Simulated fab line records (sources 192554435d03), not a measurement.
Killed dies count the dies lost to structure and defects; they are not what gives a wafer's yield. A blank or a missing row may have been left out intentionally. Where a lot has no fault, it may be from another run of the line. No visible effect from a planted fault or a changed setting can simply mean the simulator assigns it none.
Lot-split experiment ; flow n5 finfet ; 21 wafers read from 7 lots, route of 1938 steps

== SPLIT DETAILS ==
At N5_BEOL_M13_ILD_DEP_00 (deposits SiOC from DEMS/O2, target thk 837.92 nm, time 166.4 s), the setting time s was moved away from the recipe's 166.4 s on 10 of the 21 wafers read, by -14.0% to +10.5%. All remaining wafers had this setting at the recipe value.

The file shows no step between the split and the reading.

== THE READING ==
M13_ILD_THK (nm), taken at N5_BEOL_M13_THK_MEAS_01. Fault-free wafers of this fab line usually give 836 nm, standard deviation 10 nm.

wafer;tool, chamber at the split;time s as run, s;against the recipe;M13_ILD_THK, nm;against lot-mates on the recipe
L074.2;pecvd-04, 1;166.4;recipe;845;-
L074.3;pecvd-04, 2;183.9;+10.5%;917;+72
L074.6;pecvd-04, 0;183.9;+10.5%;924;+79
L075.2;pecvd-02, 0;166.4;recipe;836;-
L075.3;pecvd-02, 2;166.4;recipe;833;-
L075.6;pecvd-02, 2;166.4;recipe;850;-
L084.1;pecvd-04, 0;177;+6.4%;880;no lot-mate on the recipe
L084.5;pecvd-04, 1;177;+6.4%;898;no lot-mate on the recipe
L084.6;pecvd-04, 0;177;+6.4%;894;no lot-mate on the recipe
L087.3;pecvd-02, 2;166.4;recipe;841;-
L087.4;pecvd-02, 0;166.4;recipe;835;-
L087.6;pecvd-02, 0;178.8;+7.5%;908;+70
L085.2;pecvd-02, 0;166.4;recipe;827;-
L085.4;pecvd-02, 0;166.4;recipe;832;-
L085.6;pecvd-02, 2;166.4;recipe;848;-
L090.2;pecvd-02, 1;166.4;recipe;834;-
L090.3;pecvd-02, 0;143.1;-14.0%;703;-131
L090.5;pecvd-02, 2;143.1;-14.0%;744;-90
L088.1;pecvd-01, 1;183.1;+10.0%;930;+87
L088.3;pecvd-01, 0;166.4;recipe;843;-
L088.4;pecvd-01, 0;183.1;+10.0%;947;+104

THE FIT
A straight line over all 21 wafers: M13_ILD_THK changes by +8.49 nm for each +1% of time s; r = +0.98; the points scatter about the line by 11 nm.
The same after taking each lot's own level away (the mean of its wafers on the recipe; 18 wafers): +8.15 nm for each +1%; r = +0.98; scatter 11 nm.
According to that fit, moving time s by its largest amount changes the reading by 1.1e+02 nm.
From 834.0 to 845.0 nm: that is the span of the lots' own levels, equal to 1.1 times the standard deviation above.
Consequently the slope shifts little with the lot-to-lot level, the two slopes agreeing.
Check: -104 nm against its lot-mates is what the line predicts for one of the wafers moved furthest among these (-14.0%) when that wafer is left out of the fit. It came out at -131 nm against them.

== ADDITIONAL SPLITS CARRIED BY THESE WAFERS ==
Note: prior to the reading, these wafers also went through further splits. Each is held against what the fit with the lots' levels taken away leaves over:
other split on the same wafers;wafers away from the commonest value;r with M13_ILD_THK (lot level and that fit taken away)
N5_BEOL_M11_TRENCH_ETCH_37 source w;8;+0.11
N5_BEOL_M11_CURE_72 time s;4;-0.32

== THE WHOLE CHAIN: every reading that the file lists as answering this split, in the file's order ==
step;what it does;reading;change (the file's fit);r (the file's)
N5_BEOL_M13_ILD_DEP_00;deposits SiOC from DEMS/O2, target thk 837.92 nm, time 166.4 s;SiOC_of_BEOL_M13_ILD_DEP_00.thk nm (the simulator's own value, which no gauge read);+8.27 nm for each +1% of the setting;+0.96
N5_BEOL_M13_THK_MEAS_01;;M13_ILD_THK;+8.27 for each +1% of the setting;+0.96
N5_BEOL_M13_VIA_ETCH_16;etches SiOC in C4F8/O2/Ar, target depth 921.7 nm;etch.depth nm (the simulator's own value, which no gauge read);+8.27 nm for each +1% of the setting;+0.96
N5_BEOL_M13_VIA_ETCH_16;etches SiOC in C4F8/O2/Ar, target depth 921.7 nm;coat_of_BEOL_M13_COAT_04.thk nm (the simulator's own value, which no gauge read);-2.28 nm for each +1% of the setting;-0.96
N5_BEOL_M13_STRIP_63;strips in N2/H2;strip time to endpoint s;withheld for each +1% of the setting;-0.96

== THE FILE'S OWN FIT ==
M13_ILD_THK changes by +8.27 nm for each +1% of time s, r = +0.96.
